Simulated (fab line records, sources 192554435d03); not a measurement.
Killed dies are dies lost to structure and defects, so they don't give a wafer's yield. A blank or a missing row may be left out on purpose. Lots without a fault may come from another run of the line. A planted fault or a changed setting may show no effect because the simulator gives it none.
Problem report in the 8D (eight disciplines) form, filled by code | flow n5_finfet | the parts of the form that need people (team, actions taken, sign-off) are left out

1. THE PROBLEM
rf_fwd_power_W at N5_BEOL_M2_ETCH_74 reads a mean of 618.1 W on 6 wafers of 2 lots; wafers without a fault read 818.9 W with a standard deviation of 2.5. That is -80 standard deviations from the usual mean.
The step: etches underlayer in N2/H2, target depth 6.5 nm, time 5.2 s.
First seen on wafer L900.2, day 9 00:50, on rie_diel-02. The record holds 30 wafers of 10 lots with a number at this step. Rule for "out", or "out of limits": more than 4 standard deviations from the usual mean. The other wafers with a number count as sound.

2. WHAT IT IS AND WHAT IT IS NOT
question                    | is                                          | is not
which readings at this step | rf_fwd_power_W, etch_rf_on_time_s, rf_vpp_V | drypump_motor_current_A, n2_flow_sccm, oes_product_au, showerhead_plenum_p_Torr, throttle_valve_pct
which lots                  | L900, L903                                  | L891, L894, L895, L899, L904, L905, L911, L913
which wafers of those lots  | all that have a number                      | -
read on which tools         | rie_diel-02                                 | rie_diel-04, rie_diel-05
when                        | from day 9 00:50                            | up to then (12 sound wafers); but 12 sound wafers of L904, L905, L911, L913 came after

3. SUSPECTS, AND WHAT RULES EACH OUT
Counting: a tool at a process step up to the reading stays a suspect if it ran every lot that is out and no sound lot after the first of them.
- rie_diel-02 at N5_BEOL_M2_ETCH_74 (etches underlayer in N2/H2, target depth 6.5 nm, time 5.2 s): ruled out as a lasting fault. Sound lots L913 ran on it after its first lot that is out, L900 (day 9 00:50).
Left after counting: nothing in the record.

4. THE CAUSE (what the simulator had put in)
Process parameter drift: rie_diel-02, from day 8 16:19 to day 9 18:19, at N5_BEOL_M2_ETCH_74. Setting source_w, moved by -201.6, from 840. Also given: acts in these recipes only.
Counting ruled it out, wrongly.

5. THE CHAIN OF EFFECTS, in route order
Each row: a reading whose mean over the struck wafers that have a number lies more than 3 standard deviations from the usual. Only readings for which the record gives a usual standard deviation are gone through. hours: the time from each lot's start at the first step in this table that gives one to its start at this step, as a median over the lots. sigmas: the change in usual standard deviations.
hours | step               | reading           | usual   | on struck wafers | change | sigmas
0     | N5_BEOL_M2_ETCH_74 | etch_rf_on_time_s | 5.28 s  | 6.48             | +1.20  | +7.0
0     | N5_BEOL_M2_ETCH_74 | rf_fwd_power_W    | 818.9 W | 618.1            | -200.8 | -80
0     | N5_BEOL_M2_ETCH_74 | rf_vpp_V          | 524 V   | 575              | +51    | +16
The process steps in it:
- N5_BEOL_M2_ETCH_74: etches underlayer in N2/H2, target depth 6.5 nm, time 5.2 s.
Later measuring or inspecting steps at which every struck wafer that the step has a row for has a number for every such reading, and none has moved that far: N5_BEOL_M4_RC_MEAS_101.

6. WHAT WOULD HAVE CAUGHT IT SOONER
In this record the first reading out of limits was taken at day 9 00:50, 9 hours after the fault began at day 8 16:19.
